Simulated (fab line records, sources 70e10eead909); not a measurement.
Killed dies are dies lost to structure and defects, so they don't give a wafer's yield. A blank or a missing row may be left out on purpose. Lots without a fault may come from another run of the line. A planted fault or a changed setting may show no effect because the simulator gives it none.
fab line records | flow nand_harc
record lots=7 wafers=21 last_day=24
route steps=1159 shown A_M1@1038 END@1159
lots that met no fault: from a run of the same line without faults
start_h: hours from the record's first day to the start of the lot's first wafer shown | wait_h: hours since the lot's step before | " the same as in the row above | L1.1+2: a row that stands for several wafers | - no value, or no start given | * or withheld: withheld | < > ~ a bound
route shown NAME@n: a module of which the file shows steps, and the number in the route of the first | usual: mean/standard deviation of fault-free wafers | same: alike in all rows | chamber/n: place in a boat | sites: the reading at each site | _std_site: their standard deviation | _edge_site: outer sites' mean less inner sites' | radius_mm: how far each site lies from the wafer's centre | mask NAME#n: copy n | behind: the tool/chamber that last shaped the wafer | hold: why the lot was held/for how many hours/how that ended | device: the transistor (n, p or np) that didn't switch | end of line: the same wafers' tests at the end of the route | a step without rows: its recipe alone | killed: dies lost to structure and defects at the first sort, not the wafer's yield | map: a wafer's dies, x killed, . not, _ none there
set.NAME: the setting as run; set.NAME@STEP: as run at that earlier step | model.NAME: the simulator's own value behind a step, which no gauge read
lots at some steps of the route; a table a step, a row a wafer
services: from which hour (start_h, from the record's first day; less than 0 if before it) a tool's chamber was out of use, for how many hours, and why
## steps
# step NHARC_A_M1_INSPECT_11
# usual raw_defect_count=33/15
# columns lot.wafer tool chamber start_h wait_h raw_defect_count
L198.1 defect_inspect-01 - 455.74 0.0 32
L198.3 " - " " 23
L198.5 " - " " 31
L197.1 defect_inspect-01 - 456.14 0.0 36
L197.3 " - " " 32
L197.5 " - " " 25
L199.1 defect_inspect-01 - 468.56 0.0 35
L199.2 " - " " 21
L199.3 " - " " 31
L205.4 defect_inspect-02 - 498.86 0.0 18
L205.5 " - " " 23
L205.6 " - " " 23
L207.1 defect_inspect-02 - 515.33 0.0 44
L207.4 " - " " 56
L207.6 " - " " 56
L208.2 defect_inspect-02 - 522.18 0.0 55
L208.3 " - " " 68
L208.5 " - " " 63
L211.3 defect_inspect-02 - 532.46 0.0 36
L211.5 " - " " 48
L211.6 " - " " 37
# step NHARC_A_M1_DESCUM_14
# recipe time_s=3 o2_flow_sccm=200 ar_flow_sccm=0 bias_power_w=0 chemistry=O2
# usual drypump_motor_current_A=5.80/0.3 mfc_ar_sccm=0.008/0.011 oes_product_au=1.002/0.0089 rf_vpp_V=57.9/0.88 showerhead_plenum_p_Torr=1.92/0.082 throttle_valve_pct=11.311/0.0095
# columns lot.wafer tool chamber start_h wait_h drypump_motor_current_A mfc_ar_sccm oes_product_au rf_hours_counter_h rf_vpp_V showerhead_plenum_p_Torr throttle_valve_pct
L198.3 rie_diel-02 3 455.81 0.1 5.92 0 0.999 2 57.9 1.93 11.313
L198.1 " 0 " " 5.84 0.033 1.002 3 58.2 1.86 11.312
L198.5 " 2 " " 5.14 0 1.004 - 60.3 2.04 11.307
L197.3 rie_diel-02 0 456.20 0.1 5.82 0.033 1.007 3 58.0 1.86 11.286
L197.1 " 1 " " 6.37 0 1.022 3 58.0 1.90 11.324
L197.5 " 0 " " 5.82 0.033 0.994 - 56.9 1.86 11.317
L199.1 rie_diel-02 3 468.62 0.1 5.95 0 1.004 3 58.5 1.93 11.315
L199.2 " 1 " " 6.33 0 1.021 3 56.9 1.90 11.313
L199.3 " 2 " " 5.15 0 1.001 3 58.2 2.04 11.326
L205.4 rie_diel-08 3 498.92 0.1 5.77 0.007 1.005 1 56.9 1.79 11.305
L205.6 " 2 " " 5.53 0.020 0.989 - 59.1 2.05 11.305
L205.5 " 3 " " 5.76 0.007 1.011 - 56.3 1.79 11.317
L207.4 rie_diel-03 0 515.39 0.1 5.88 0.016 1.007 10 58.9 1.89 11.311
L207.1 " 1 " " 6.15 0 0.998 8 57.2 1.97 11.313
L207.6 " 0 " " 5.87 0.016 1.008 - 58.4 1.89 11.311
L208.2 rie_diel-02 3 522.24 0.1 5.92 0 1.002 0 59.0 1.93 11.313
L208.3 " 1 " " 6.41 0 1.003 0 57.4 1.90 11.315
L208.5 " 3 " " 6.00 0 0.997 - 56.8 1.93 11.316
L211.3 rie_diel-02 0 532.52 0.1 5.83 0.033 1.015 1 57.0 1.86 11.330
L211.5 " 0 " " 5.82 0.033 0.990 - 57.3 1.86 11.326
L211.6 " 1 " " 6.37 0 0.998 - 58.1 1.90 11.310
# step NHARC_A_M1_ETCH_35
# recipe target_depth_a=400 overetch_a=120 time_s=43.94 ion_energy_ev=200 n2_flow_sccm=150 h2_flow_sccm=150 ar_flow_sccm=0 rf_w=400 bias_w=150 chemistry=N2/H2
# step NHARC_A_M1_ETCH_15
# recipe target_depth_a=1825 time_s=91.2 c4f8_flow_sccm=withheld ar_flow_sccm=400 rf_w=600 bias_w=300 chemistry=C4F8/Ar
# usual oes_product_au=0.957/0.021 rf_vpp_V=441.4/2.6
# columns lot.wafer tool chamber start_h wait_h oes_product_au rf_hours_counter_h rf_vpp_V
L198.3 rie_diel-02 1 - - 0.935 3 439.8
L198.1 " 2 " " 0.932 3 444.2
L198.5 " 2 " " 0.933 - 445.1
L197.3 rie_diel-02 0 - - 0.921 3 439.8
L197.1 " 3 " " 0.933 2 439.8
L197.5 " 1 " " 0.937 - 441.6
L199.3 rie_diel-02 3 - - 0.913 3 443.4
L199.2 " 0 " " 0.933 3 439.0
L199.1 " 1 " " 0.939 3 440.4
L205.4 rie_diel-08 2 - - 0.940 1 445.6
L205.6 " 2 " " 0.955 - 444.3
L205.5 " 3 " " 0.972 - 439.1
L207.4 rie_diel-03 2 - - 0.974 11 438.5
L207.1 " 1 " " 0.954 8 442.9
L207.6 " 3 " " 0.965 - 445.1
L208.2 rie_diel-02 3 - - 0.941 0 441.5
L208.3 " 1 " " 0.945 0 441.1
L208.5 " 3 " " 0.947 - 440.7
L211.3 rie_diel-02 3 - - 0.974 1 441.2
L211.6 " 2 " " 0.990 - 444.0
L211.5 " 3 " " 0.966 - 439.6
# step NHARC_A_M1_CD_MEAS_16
# usual cd_nm=119.8/0.67
# columns lot.wafer tool chamber start_h wait_h cd_nm
L198.1 cd_sem-01 - 456.10 - 118.1
L198.3 " - " " 119.9
L198.5 " - " " 119.3
L197.1 cd_sem-02 - 456.51 - 119.2
L197.3 " - " " 119.8
L197.5 " - " " 118.8
L199.1 cd_sem-03 - 468.92 - 119.3
L199.2 " - " " 119.2
L199.3 " - " " 119.7
L205.4 cd_sem-01 - 499.23 - 119.9
L205.5 " - " " 119.9
L205.6 " - " " 121.2
L207.1 cd_sem-02 - 515.69 - 119.6
L207.4 " - " " 120.7
L207.6 " - " " 119.4
L208.2 cd_sem-03 - 522.71 - 120.5
L208.3 " - " " 119.8
L208.5 " - " " 119.9
L211.3 cd_sem-02 - 532.83 - 120.4
L211.5 " - " " 119.8
L211.6 " - " " 120.3
# step NHARC_A_M1_STRIP_18
# recipe power_w=1000 n2_flow_sccm=150 h2_flow_sccm=150 ar_flow_sccm=0 bias_w=0 chemistry=N2/H2
# step NHARC_A_M1_ETCH_28
# recipe target_depth_a=300 over_etch_frac=0.3 time_s=72.99 ion_energy_ev=150 cf4_flow_sccm=50 n2_flow_sccm=100 ar_flow_sccm=150 rf_w=300 bias_w=100 chemistry=CF4/N2
# step NHARC_A_M1_STRIP_19
# recipe time_s=600 temp_c=30 chemistry=post_etch_residue_remover
# step NHARC_A_M1_DEGAS_29
# recipe temp_c=250 time_s=60
# usual heater_power_w=328/39
# columns lot.wafer tool chamber start_h wait_h heater_power_w
L198.1 pvd_sputter-03 - 456.83 - 279
L198.3 " - " " 359
L198.5 " - " " 369
L197.1 pvd_sputter-02 - 457.23 - 249
L197.3 " - " " 340
L197.5 " - " " 247
L199.2 pvd_sputter-03 - 469.65 - 360
L199.3 " - " " 293
L199.1 " - " " 360
L205.4 pvd_sputter-01 - 499.96 - 280
L205.6 " - " " 369
L205.5 " - " " 340
L207.4 pvd_sputter-02 - 516.42 - 357
L207.1 " - " " 345
L207.6 " - " " 323
L208.2 pvd_sputter-02 - 523.43 - 332
L208.3 " - " " 363
L208.5 " - " " 355
L211.3 pvd_sputter-03 - 533.60 - 363
L211.5 " - " " 293
L211.6 " - " " 362
# step NHARC_A_M1_PRE_CLEAN_30
# recipe time_s=30 temp_c=280 gas=H2/He
# usual heater_power_w=403/47
# columns lot.wafer tool chamber start_h wait_h heater_power_w
L198.3 pvd_sputter-03 - - - 442
L198.1 " - " " 444
L198.5 " - " " 444
L197.3 pvd_sputter-02 - - - 303
L197.1 " - " " 412
L197.5 " - " " 440
L199.1 pvd_sputter-03 - - - 460
L199.2 " - " " 356
L199.3 " - " " 449
L205.4 pvd_sputter-01 - - - 417
L205.6 " - " " 449
L205.5 " - " " 399
L207.1 pvd_sputter-02 - - - 413
L207.4 " - " " 431
L207.6 " - " " 309
L208.2 pvd_sputter-02 - - - 397
L208.3 " - " " 406
L208.5 " - " " 433
L211.3 pvd_sputter-03 - - - 447
L211.6 " - " " 450
L211.5 " - " " 350
# step NHARC_A_M1_PVD_20
# recipe target_thk_a=50 bias_v=168.6 power_w=15000 chamber_pressure_pa=0.12 time_s=8.06 substrate_temp_c=50 material=TaN
# step NHARC_A_M1_PVD_21
# recipe target_thk_a=300 chamber_pressure_pa=5 power_w=5000 substrate_temp_c=30 time_s=20.49 material=Cu
# usual throttle_valve_pct=30.2/1.4
# columns lot.wafer tool chamber start_h wait_h throttle_valve_pct
L198.3 pvd_sputter-03 - - - 28.4
L198.1 " - " " 30.8
L198.5 " - " " 29.4
L197.3 pvd_sputter-02 - - - 29.8
L197.1 " - " " 28.4
L197.5 " - " " 29.9
L199.3 pvd_sputter-03 - - - 30.6
L199.1 " - " " 28.6
L199.2 " - " " 28.7
L205.4 pvd_sputter-01 - - - 28.4
L205.6 " - " " 28.7
L205.5 " - " " 31.3
L207.4 pvd_sputter-02 - - - 30.6
L207.1 " - " " 28.5
L207.6 " - " " 31.4
L208.3 pvd_sputter-02 - - - 28.2
L208.2 " - " " 31.4
L208.5 " - " " 31.2
L211.3 pvd_sputter-03 - - - 29.1
L211.5 " - " " 30.2
L211.6 " - " " 31.8
# step NHARC_A_M1_ECD_22
# recipe target_thk_a=4000 bath_temp_c=25 material=Cu
# usual bath_heat_duty_pct=6.3/0.64 bath_temp_c=25.00/0.1
# columns lot.wafer tool chamber start_h wait_h bath_heat_duty_pct bath_temp_c
L198.1 ecd_cu-01 1 457.23 - - -
L198.3 " 1 " " - -
L198.5 " 0 " " - -
L197.1 ecd_cu-02 0 457.64 - - -
L197.3 " 1 " " - -
L197.5 " 0 " " - -
L199.1 ecd_cu-02 1 470.01 - - -
L199.2 " 0 " " - -
L199.3 " 0 " " - -
L205.4 ecd_cu-01 1 500.40 - 6.8 25.17
L205.5 " 1 " " 6.3 25.20
L205.6 " 0 " " 5.8 25.05
L207.1 ecd_cu-01 0 516.80 - 6.8 25.02
L207.4 " 1 " " 6.3 25.14
L207.6 " 1 " " 6.8 25.14
L208.2 ecd_cu-01 1 523.84 - 5.5 24.99
L208.3 " 0 " " 7.0 24.99
L208.5 " 0 " " 5.8 25.05
L211.3 ecd_cu-01 1 534.10 - 7.3 24.93
L211.6 " 0 " " 5.4 24.97
L211.5 " 1 " " 6.9 24.97
# step NHARC_A_M1_ANNEAL_31
# recipe temp_c=225 time_s=90
# step NHARC_A_M1_CMP_23
# recipe t_overpolish_s=20 target_thk_nm=154.34
# usual motor_current_A=11.9/1.4 pad_life_wafers=262/170 time_to_endpoint_s=27.5/2.4
# same t_overpolish_s=20
# columns lot.wafer tool chamber start_h wait_h motor_current_A pad_life_wafers time_to_endpoint_s
L198.3 cmp-02 2 458.04 - 11.0 241 0.0
L198.1 " 0 " " 13.4 243 1.5
L198.5 " 2 " " 11.1 - 0.0
L197.1 cmp-04 1 458.40 - 11.1 355 1.2
L197.3 " 2 " " 11.1 356 2.2
L197.5 " 1 " " 11.0 - 4.0
L199.2 cmp-03 3 470.74 - 11.8 66 0.4
L199.1 " 1 " " 15.1 68 0.0
L199.3 " 2 " " 12.6 69 0.0
L205.4 cmp-03 1 501.05 - 15.0 277 29.5
L205.5 " 0 " " 12.9 - 27.4
L205.6 " 1 " " 14.3 - 31.5
L207.4 cmp-03 3 518.14 - 11.3 372 30.8
L207.1 " 2 " " 13.0 375 27.2
L207.6 " 3 " " 11.7 - 32.1
L208.2 cmp-04 3 524.54 - 11.8 163 31.5
L208.3 " 0 " " 11.2 164 29.2
L208.5 " 3 " " 12.0 - 32.4
L211.3 cmp-02 0 534.71 - 12.9 55 28.8
L211.6 " 3 " " 11.7 - 23.5
L211.5 " 0 " " 13.8 - 28.7
# step NHARC_A_M1_THK_MEAS_24
# recipe thk_meas_gauge=xrf
# usual thk_nm=153.9/1.4
# columns lot.wafer tool chamber start_h wait_h thk_nm
L198.1 film_metro-01 - 458.33 - 30.0
L198.3 " - " " 29.0
L198.5 " - " " 32.0
L197.1 film_metro-02 - 458.69 - 29.5
L197.3 " - " " 28.5
L197.5 " - " " 30.6
L199.1 film_metro-01 - 471.05 - 31.1
L199.2 " - " " 30.6
L199.3 " - " " 31.0
L205.4 film_metro-02 - 501.34 - 152.3
L205.5 " - " " 154.9
L205.6 " - " " 151.5
L207.1 film_metro-02 - 518.46 - 153.1
L207.4 " - " " 155.4
L207.6 " - " " 155.8
L208.2 film_metro-01 - 524.83 - 155.2
L208.3 " - " " 153.7
L208.5 " - " " 155.4
L211.3 film_metro-01 - 535.00 - 153.9
L211.5 " - " " 155.3
L211.6 " - " " 151.8
# step NHARC_A_M1_SRD_25
# step NHARC_END_SORT_01
# recipe temp_c=25
# usual defect_limited_yield=95.1/1.6 killed_at_array=29/11 killed_at_other=0.7/1.1 killed_at_periphery=2.9/2.2 killed_dies=33/11 killed_open=3.1/1.8 killed_short=1.9/1.4 sort_bin_2_pct=1.6/0.64 sort_bin_3_pct=0.26/0.18 sort_bin_4_pct=3.1/1.1 sort_n_pass=644/11 sort_rim_yield_pct=95.7/2.8 sort_yield_pct=95.1/1.6
# same gross_dies=677 sort_bin_5_pct[%]=0 sort_bin_6_pct[%]=0 sort_bin_7_pct[%]=0 sort_bin_8_pct[%]=0 sort_rim_n_gross=106.00
# columns lot.wafer tool chamber start_h wait_h defect_limited_yield[%] killed_at_array killed_at_other killed_at_periphery killed_dies killed_open killed_short sort_bin_2_pct[%] sort_bin_3_pct[%] sort_bin_4_pct[%] sort_n_pass sort_rim_yield_pct[%] sort_yield_pct[%]
L198.1 prober-01 0 496.86 2.5 0 672 1 4 677 5 2 96.3 0.30 3.4 0 0 0
L198.3 prober-01 0 498.46 3.1 0 675 2 0 677 3 0 97.3 0.15 2.5 0 0 0
L198.5 prober-01 0 500.06 3.7 0 674 1 2 677 1 1 96.6 0.15 3.2 0 0 0
L197.1 prober-02 0 496.94 2.5 0 673 0 4 677 1 0 97.2 0.44 2.4 0 0 0
L197.3 prober-02 0 498.52 3.1 0 676 0 1 677 3 0 98.1 0 1.9 0 0 0
L197.5 prober-02 0 500.11 3.7 0 674 1 2 677 1 1 97.0 0 3.0 0 0 0
L199.1 prober-01 0 513.60 2.5 0 673 1 3 677 3 1 96.0 0.15 3.8 0 0 0
L199.2 prober-01 0 514.39 2.8 0 676 0 1 677 4 1 97.8 0.15 2.1 0 0 0
L199.3 prober-01 0 515.19 3.1 0 672 2 3 677 1 0 96.6 0.15 3.2 0 0 0
L205.4 prober-02 0 536.58 3.4 96.0 26 0 1 27 5 5 1.3 0.15 2.5 650 98.1 96.0
L205.5 prober-02 0 537.39 3.7 96.9 20 1 0 21 1 2 0.9 0.15 2.1 656 95.3 96.9
L205.6 prober-02 0 538.20 4.0 96.3 22 1 2 25 2 3 0.9 0.15 2.7 652 97.2 96.3
L207.1 prober-01 0 555.24 2.5 92.9 43 1 4 48 5 2 2.1 0.15 4.9 629 90.6 92.9
L207.4 prober-01 0 557.64 3.4 92.3 51 0 1 52 5 0 2.5 0.74 4.4 625 97.2 92.3
L207.6 prober-01 0 559.24 4.0 92.5 50 0 1 51 2 1 2.5 0.44 4.6 626 88.7 92.5
L208.2 prober-01 0 563.81 2.8 93.2 44 0 2 46 0 5 2.2 0.59 4.0 631 90.6 93.2
L208.3 prober-01 0 564.60 3.1 90.8 55 0 7 62 2 2 3.2 0.74 5.2 615 97.2 90.8
L208.5 prober-01 0 566.20 3.7 91.9 52 0 3 55 4 3 2.1 0.15 5.9 622 88.7 91.9
L211.3 prober-02 0 570.88 3.1 94.5 28 5 4 37 2 2 1.5 0.59 3.4 640 100.0 94.5
L211.5 prober-02 0 572.50 3.7 93.4 39 3 3 45 2 1 2.1 0.59 4.0 632 93.4 93.4
L211.6 prober-02 0 573.32 4.1 93.9 36 3 2 41 6 5 1.8 0.30 4.0 636 96.2 93.9
# killed by level:class
L198.1 A_M1:area_ecd=641 A_SLIT:chamber_film_flake=14 A_CHANNEL_HOLE_D1:chamber_film_flake=6 P_M0:geometric_particle:open=2 A_ZERO_WELL:chamber_film_flake=2 A_CONTACT:chamber_film_flake=2 A_ONON_D1:geometric_particle:short=1 A_WL_FILL:geometric_particle:open=1
L197.1 A_M1:area_ecd=649 A_CHANNEL_HOLE_D1:chamber_film_flake=15 A_CONTACT:chamber_film_flake=7 P_STI:chamber_film_flake=2 P_M1:geometric_particle:open=1 P_ZERO_WELL:chamber_film_flake=1 A_ZERO_WELL:chamber_film_flake=1 A_STAIRCASE:chamber_film_flake=1
L198.3 A_M1:area_ecd=653 A_SLIT:chamber_film_flake=9 A_CONTACT:chamber_film_flake=5 A_STAIRCASE:chamber_film_flake=3 A_CHANNEL_HOLE_D1:chamber_film_flake=2 A_WL_FILL:geometric_particle:open=1 A_M0:geometric_particle:open=1 STARTING-WAFER:geometric_particle:open=1
L197.3 A_M1:area_ecd=647 A_CHANNEL_HOLE_D1:chamber_film_flake=13 A_CONTACT:chamber_film_flake=10 A_STAIRCASE:chamber_film_flake=4 P_M0:geometric_particle:open=1 A_WL_FILL:geometric_particle:open=1 A_BLC:geometric_particle:open=1
L198.5 A_M1:area_ecd=645 A_SLIT:chamber_film_flake=16 A_CHANNEL_HOLE_D1:chamber_film_flake=6 A_CONTACT:chamber_film_flake=3 A_STAIRCASE:chamber_film_flake=2 P_CONTACT:geometric_particle:open=1 A_WL_FILL:geometric_particle:short=1 P_GATE:chamber_film_flake=1
L197.5 A_M1:area_ecd=653 A_CHANNEL_HOLE_D1:chamber_film_flake=13 A_CONTACT:chamber_film_flake=6 P_CONTACT:geometric_particle:short=1 A_CONTACT:geometric_particle:open=1 P_GATE:chamber_film_flake=1 A_WL_FILL:chamber_film_flake=1 THIN_TSV:chamber_film_flake=1
L199.1 A_M1:area_ecd=640 A_SLIT:chamber_film_flake=15 A_CONTACT:chamber_film_flake=5 A_ZERO_WELL:chamber_film_flake=3 A_SGD_CUT:chamber_film_flake=3 A_CHANNEL_HOLE_D1:chamber_film_flake=3 A_CHANNEL_FILL_D1:chamber_film_flake=2 P_GATE:geometric_particle:open=1
L199.2 A_M1:area_ecd=655 A_SLIT:chamber_film_flake=8 A_CONTACT:chamber_film_flake=3 A_M0:geometric_particle:open=2 A_CHANNEL_HOLE_D1:chamber_film_flake=2 A_SGD_CUT:chamber_film_flake=2 P_GATE:geometric_particle:open=1 A_CONTACT:geometric_particle:open=1
L199.3 A_M1:area_ecd=642 A_SLIT:chamber_film_flake=9 A_CHANNEL_HOLE_D1:chamber_film_flake=6 A_SGD_CUT:chamber_film_flake=6 A_CONTACT:chamber_film_flake=6 A_STAIRCASE:chamber_film_flake=2 THIN_TSV:chamber_film_flake=2 P_CONTACT:geometric_particle:open=1
L205.4 A_SLIT:chamber_film_flake=6 A_CONTACT:chamber_film_flake=4 A_CHANNEL_HOLE_D1:chamber_film_flake=3 A_STAIRCASE:chamber_film_flake=3 A_ONON_D1:geometric_particle:short=2 A_SOURCE_PLATE:geometric_particle:short=1 A_ONON_D1:geometric_particle:open=1 A_CHANNEL_FILL_D1:geometric_particle:short=1
L205.5 A_CHANNEL_HOLE_D1:chamber_film_flake=7 A_SLIT:chamber_film_flake=6 A_STAIRCASE:chamber_film_flake=2 A_CONTACT:chamber_film_flake=2 A_CHANNEL_FILL_D1:geometric_particle:short=1 A_STAIRCASE:geometric_particle:short=1 A_M1:geometric_particle:open=1 THIN_TSV:chamber_film_flake=1
L205.6 A_CHANNEL_HOLE_D1:chamber_film_flake=7 A_SLIT:chamber_film_flake=6 A_SOURCE_PLATE:geometric_particle:short=3 A_CONTACT:chamber_film_flake=3 A_STAIRCASE:chamber_film_flake=2 P_M0:geometric_particle:open=1 A_CONTACT:geometric_particle:open=1 P_STI:chamber_film_flake=1
L207.1 A_CHANNEL_HOLE_D1:chamber_film_flake=15 A_SLIT:chamber_film_flake=12 A_STAIRCASE:chamber_film_flake=4 A_CONTACT:chamber_film_flake=4 A_M1:chamber_film_flake=3 P_M0:geometric_particle:open=2 A_SOURCE_PLATE:geometric_particle:open=2 P_M0:geometric_particle:short=1
L207.4 A_CHANNEL_HOLE_D1:chamber_film_flake=24 A_SLIT:chamber_film_flake=15 A_WL_FILL:chamber_film_flake=3 A_CONTACT:chamber_film_flake=2 A_M1:chamber_film_flake=2 P_M0:geometric_particle:open=1 A_CONTACT:geometric_particle:open=1 A_BLC:geometric_particle:open=1
L207.6 A_CHANNEL_HOLE_D1:chamber_film_flake=18 A_SLIT:chamber_film_flake=18 A_CONTACT:chamber_film_flake=4 A_M1:chamber_film_flake=4 A_CHANNEL_FILL_D1:geometric_particle:open=2 A_CHANNEL_FILL_D1:chamber_film_flake=2 A_WL_FILL:geometric_particle:short=1 P_CONTACT:chamber_film_flake=1
L208.2 A_SLIT:chamber_film_flake=16 A_CHANNEL_HOLE_D1:chamber_film_flake=16 A_STAIRCASE:chamber_film_flake=7 P_M1:geometric_particle:short=1 A_SOURCE_PLATE:geometric_particle:short=1 A_CHANNEL_HOLE_D1:geometric_particle:short=1 A_WL_FILL:geometric_particle:short=1 A_M0:geometric_particle:short=1
L208.3 A_CHANNEL_HOLE_D1:chamber_film_flake=20 A_SLIT:chamber_film_flake=20 A_CONTACT:chamber_film_flake=6 A_STAIRCASE:chamber_film_flake=4 P_M0:chamber_film_flake=3 P_BONDPAD:chamber_film_flake=2 P_GATE:chamber_film_flake=1 P_M1:geometric_particle:open=1
L208.5 A_CHANNEL_HOLE_D1:chamber_film_flake=19 A_SLIT:chamber_film_flake=19 A_STAIRCASE:chamber_film_flake=3 A_CONTACT:chamber_film_flake=3 A_CONTACT:geometric_particle:open=2 P_GATE:chamber_film_flake=2 P_STI:geometric_particle:open=1 A_ONON_D1:geometric_particle:open=1
L211.3 A_SLIT:chamber_film_flake=18 A_CHANNEL_HOLE_D1:chamber_film_flake=6 HYBRID_BOND:chamber_film_flake=4 A_WL_FILL:chamber_film_flake=2 P_STI:geometric_particle:short=1 P_GATE:geometric_particle:open=1 P_M0:geometric_particle:short=1 A_WL_FILL:geometric_particle:open=1
L211.5 A_SLIT:chamber_film_flake=17 A_CHANNEL_HOLE_D1:chamber_film_flake=9 A_WL_FILL:chamber_film_flake=5 A_STAIRCASE:chamber_film_flake=3 A_CONTACT:chamber_film_flake=2 HYBRID_BOND:chamber_film_flake=2 P_CONTACT:geometric_particle:open=1 A_CHANNEL_FILL_D1:geometric_particle:open=1
L211.6 A_SLIT:chamber_film_flake=16 A_CHANNEL_HOLE_D1:chamber_film_flake=8 HYBRID_BOND:chamber_film_flake=3 A_ONON_D1:geometric_particle:open=2 P_CONTACT:geometric_particle:open=1 P_M0:geometric_particle:open=1 A_SGD_CUT:geometric_particle:short=1 A_WL_FILL:geometric_particle:short=1
# map L197.1 (x killed, . not)
____________x____________
_________xxxxxxx_________
_______xxxxxxxxxxx_______
______xxxxxxxxxxxxx______
_____xxxxxxxxxxxxxxx_____
____xxxxxxxxxxxxxxxxx____
____xxxxxxxxxxxxxxxxx____
___xxxxxxxxxxxxxxxxxxx___
___xxxxxxxxxxxxxxxxxxx___
__xxxxxxxxxxxxxxxxxxxxx__
__xxxxxxxxxxxxxxxxxxxxx__
_xxxxxxxxxxxxxxxxxxxxxxx_
_xxxxxxxxxxxxxxxxxxxxxxx_
_xxxxxxxxxxxxxxxxxxxxxxx_
_xxxxxxxxxxxxxxxxxxxxxxx_
_xxxxxxxxxxxxxxxxxxxxxxx_
xxxxxxxxxxxxxxxxxxxxxxxxx
xxxxxxxxxxxxxxxxxxxxxxxxx
xxxxxxxxxxxxxxxxxxxxxxxxx
xxxxxxxxxxxxxxxxxxxxxxxxx
xxxxxxxxxxxxxxxxxxxxxxxxx
_xxxxxxxxxxxxxxxxxxxxxxx_
_xxxxxxxxxxxxxxxxxxxxxxx_
_xxxxxxxxxxxxxxxxxxxxxxx_
_xxxxxxxxxxxxxxxxxxxxxxx_
_xxxxxxxxxxxxxxxxxxxxxxx_
__xxxxxxxxxxxxxxxxxxxxx__
__xxxxxxxxxxxxxxxxxxxxx__
___xxxxxxxxxxxxxxxxxxx___
___xxxxxxxxxxxxxxxxxxx___
____xxxxxxxxxxxxxxxxx____
____xxxxxxxxxxxxxxxxx____
_____xxxxxxxxxxxxxxx_____
______xxxxxxxxxxxxx______
_______xxxxxxxxxxx_______
_________xxxxxxx_________
____________x____________
# map L198.1 (x killed, . not)
____________x____________
_________xxxxxxx_________
_______xxxxxxxxxxx_______
______xxxxxxxxxxxxx______
_____xxxxxxxxxxxxxxx_____
____xxxxxxxxxxxxxxxxx____
____xxxxxxxxxxxxxxxxx____
___xxxxxxxxxxxxxxxxxxx___
___xxxxxxxxxxxxxxxxxxx___
__xxxxxxxxxxxxxxxxxxxxx__
__xxxxxxxxxxxxxxxxxxxxx__
_xxxxxxxxxxxxxxxxxxxxxxx_
_xxxxxxxxxxxxxxxxxxxxxxx_
_xxxxxxxxxxxxxxxxxxxxxxx_
_xxxxxxxxxxxxxxxxxxxxxxx_
_xxxxxxxxxxxxxxxxxxxxxxx_
xxxxxxxxxxxxxxxxxxxxxxxxx
xxxxxxxxxxxxxxxxxxxxxxxxx
xxxxxxxxxxxxxxxxxxxxxxxxx
xxxxxxxxxxxxxxxxxxxxxxxxx
xxxxxxxxxxxxxxxxxxxxxxxxx
_xxxxxxxxxxxxxxxxxxxxxxx_
_xxxxxxxxxxxxxxxxxxxxxxx_
_xxxxxxxxxxxxxxxxxxxxxxx_
_xxxxxxxxxxxxxxxxxxxxxxx_
_xxxxxxxxxxxxxxxxxxxxxxx_
__xxxxxxxxxxxxxxxxxxxxx__
__xxxxxxxxxxxxxxxxxxxxx__
___xxxxxxxxxxxxxxxxxxx___
___xxxxxxxxxxxxxxxxxxx___
____xxxxxxxxxxxxxxxxx____
____xxxxxxxxxxxxxxxxx____
_____xxxxxxxxxxxxxxx_____
______xxxxxxxxxxxxx______
_______xxxxxxxxxxx_______
_________xxxxxxx_________
____________x____________
## services
# columns tool chamber start_h hours kind
cmp-04 - 434.67 1.1 repair
rie_diel-02 0 434.79 - clean
rie_diel-02 1 434.79 - clean
rie_diel-03 1 447.63 4.7 repair
ecd_cu-01 - 448.24 8.0 pm
cmp-03 - 455.98 4.0 pm
pvd_sputter-01 - 458.60 0.9 repair
pvd_sputter-03 - 459.21 10.0 pm
rie_diel-02 0 462.37 1.8 repair
rie_diel-08 0 464.12 8.6 repair
rie_diel-08 0 475.52 3.8 repair
rie_diel-08 - 478.80 9.0 pm
cmp-02 - 480.15 1.0 repair
pvd_sputter-03 - 481.22 5.5 repair
pvd_sputter-01 - 483.70 3.6 repair
rie_diel-03 3 484.17 7.4 repair
cmp-04 - 497.04 4.0 pm
rie_diel-03 1 502.32 11.1 repair
rie_diel-02 - 504.72 9.0 pm
pvd_sputter-01 - 514.03 10.0 pm
cmp-02 - 515.04 0.2 repair
cmp-02 - 517.69 3.3 repair
cmp-02 - 530.15 0.5 repair
ecd_cu-02 - 532.05 8.0 pm
## key
first_sign step=NHARC_A_M1_ECD_22 reading=tool_record direction=missing
effect step=NHARC_A_M1_CMP_23 reading=time_to_endpoint_s direction=down sigmas=11 usual=* struck=*
effect step=NHARC_A_M1_THK_MEAS_24 reading=thk_nm direction=down sigmas=88 usual=153.9 struck=30.2
effect step=NHARC_END_SORT_01 reading=sort_bin_2_pct direction=up sigmas=99+ usual=1.6 struck=97.0
more_kills_born_at NHARC_A_M1_ECD_22@ecd_cu-02=3886 NHARC_A_M1_ECD_22@ecd_cu-01=1939
met_at NHARC_A_M1_ECD_22
struck_wafers L197.1,L197.3,L197.5,L198.1,L198.3,L198.5,L199.1,L199.2,L199.3
later_rows_left_out L197.1,L197.3,L197.5,L198.1,L198.3,L198.5,L199.1,L199.2,L199.3
fault kind=skipped_step_whole tool=ecd_cu-01,ecd_cu-02 chamber=- onset_h=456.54 steps=NHARC_A_M1_ECD_22 scope=struck_lots_only
# later_rows_left_out: the simulator's readings of these wafers behind a module that went badly wrong aren't trusted and aren't shown, but for the sort
